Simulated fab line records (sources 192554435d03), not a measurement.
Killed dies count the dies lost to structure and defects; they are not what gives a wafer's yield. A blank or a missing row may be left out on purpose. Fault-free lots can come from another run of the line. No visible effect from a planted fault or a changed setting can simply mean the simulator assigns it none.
Comparing a struck lot with a sound one / flow n5 finfet / 15 out of 1938 route steps
Sound: wafers L954.2, L954.4, L954.5. Struck: wafer L965.5 (left out: L965.3, L965.4 of the same lot, which were not struck); the cause appears at the end.
At each step with rows: each side's tool, then ch and its chambers, then its first start. Under that, the readings that differ: sound wafers / struck wafers / difference of the means / sigmas: that difference in standard deviations of wafers without a fault.
alike: readings whose means differ by less than 2 such deviations, and words and numbers that are the same on both sides. not compared: withheld readings, readings that some wafer has no value for, bounds like >300 that may hide the same value, and numbers for which the record gives no deviation and whose values overlap.
The two part at a step that has a row with sigmas, a row that says differs or no value, or rows on one side only. Numbers that don't overlap but have no deviation are shown without sigmas and don't part them. A reading that every wafer of one side lacks parts them only if that side has two wafers or more.

first, 2 steps without rows for these wafers: N5_PASSIVATION_DEVELOP_29 (develop time 60 s); N5_PASSIVATION_HARDBAKE_31 (time 120 s).
N5_PASSIVATION_CD_MEAS_30: target cd 4000 nm.
  sound on cd sem-02 ch 0, day 11 21:38; struck on cd sem-01 ch 0, day 14 22:28
  alike: cd nm
N5_PASSIVATION_OVL_MEAS_63:
  sound on overlay-02 ch 0, day 11 21:40; struck on overlay-01 ch 0, day 14 22:29
reading=PAD_OVL (nm); sound=16 10 7; struck=-7; difference=-18; sigmas=-3
N5_PASSIVATION_INSPECT_64: inspects for defects (macro).
  sound: defect inspect-02 at day 11 21:41; struck: defect inspect-02 at day 14 22:31
  alike: raw defect count
N5_PASSIVATION_DESCUM_32: chemistry O2, time 7.9 s.
  sound on rie diel-04 ch 1,2,3, day 11 21:43; struck on rie diel-04 ch 3, day 14 22:35
  alike: drypump motor current A, oes product au, rf vpp V, showerhead plenum p Torr, throttle valve pct
  not compared: rf hours counter h
N5_PASSIVATION_AL_ETCH_33: etches Al in Cl2/BCl3, stops on TaN, target depth 2800 nm, time 466.7 s.
  sound on rie metal-03 ch 0, day 11 21:49; struck on rie metal-02 ch 0, day 14 22:48
reading=throttle valve pct (%); sound=34.36 34.36 34.34; struck=34.04; difference=-0.31; sigmas=-2
  alike: drypump motor current A, oes product au
  not compared: rf hours counter h
N5_PASSIVATION_ETCH_59: etches TaN in Cl2/BCl3, target depth 65 nm, time 34.9 s.
  sound on rie metal-03 ch 0, day 11 22:13; struck on rie metal-02 ch 0, day 14 23:06
reading=throttle valve pct (%); sound=21.26 21.24 21.22; struck=20.88; difference=-0.36; sigmas=-2
  alike: drypump motor current A, oes product au
  not compared: rf hours counter h
N5_PASSIVATION_STRIP_34: strips in O2.
  sound on rie diel-04 ch 1,2,3, day 11 22:20; struck on rie diel-03 ch 1, day 14 23:11
reading=drypump motor current A (A); sound=6.1 6.4 6.2; struck=5.5; difference=-0.7; sigmas=-2
  alike: oes product au, rf vpp V, showerhead plenum p Torr, throttle valve pct
  not compared: rf hours counter h
then, 3 steps without rows for these wafers: N5_PASSIVATION_STRIP_51 (strips in post etch residue remover, time 1200 s); N5_PASSIVATION_CLEAN_69 (cleans in IPA, time 180 s); N5_PASSIVATION_SRD_70 (time 30 s).
N5_PASSIVATION_PECVD_53: deposits SiO2 from TEOS/O2, target thk 800 nm, time 169.4 s.
  sound on pecvd-03 ch 0,1,2, day 11 22:50; struck on pecvd-02 ch 0, day 14 23:41
reading=run length s (s); sound=196.7 198.1 196.9; struck=203.9; difference=+6.7; sigmas=+11
reading=model.SiO2_of_PASSIVATION_PECVD_53.thk nm (nm); sound=800 807.8 808.2; struck=834.8; difference=+29.5; sigmas=
  alike: susceptor temp C
N5_PASSIVATION_PECVD_35: deposits SiNx from SiH4/NH3/N2, target thk 700 nm, time 151.3 s.
  sound on pecvd-03 ch 0,1,2, day 11 22:56; struck on pecvd-02 ch 0, day 14 23:48
  alike: heater power w, run length s, showerhead plenum p Torr, susceptor temp C, throttle valve pct
N5_PASSIVATION_PROBE_49:
  sound: prober-02 at day 12 02:34; struck: prober-02 at day 15 03:37
reading=defect limited yield (%); sound=91.7 91.6 91.3; struck=87.6; difference=-3.9; sigmas=-3
reading=killed dies; sound=98 99 103; struck=146; difference=+46; sigmas=+3
reading=killed short; sound=35 27 36; struck=59; difference=+26; sigmas=+3
reading=sort_bin_6_memory (%); sound=3.4 3.3 3.8; struck=6.0; difference=+2.5; sigmas=+3
reading=sort n pass; sound=1082 1081 1077; struck=1034; difference=-46; sigmas=-3
reading=sort yield pct (%); sound=91.7 91.6 91.3; struck=87.6; difference=-3.9; sigmas=-3
  alike: killed_at_M0_to_M3, killed_at_M4_up, killed at contacts, killed at front end, killed at other, killed open, sort_bin_5_function

## WHERE THEY PART
Last at N5_PASSIVATION_PROBE_49 as far as this record goes, first at N5_PASSIVATION_OVL_MEAS_63.

WHY: what the simulator had put in
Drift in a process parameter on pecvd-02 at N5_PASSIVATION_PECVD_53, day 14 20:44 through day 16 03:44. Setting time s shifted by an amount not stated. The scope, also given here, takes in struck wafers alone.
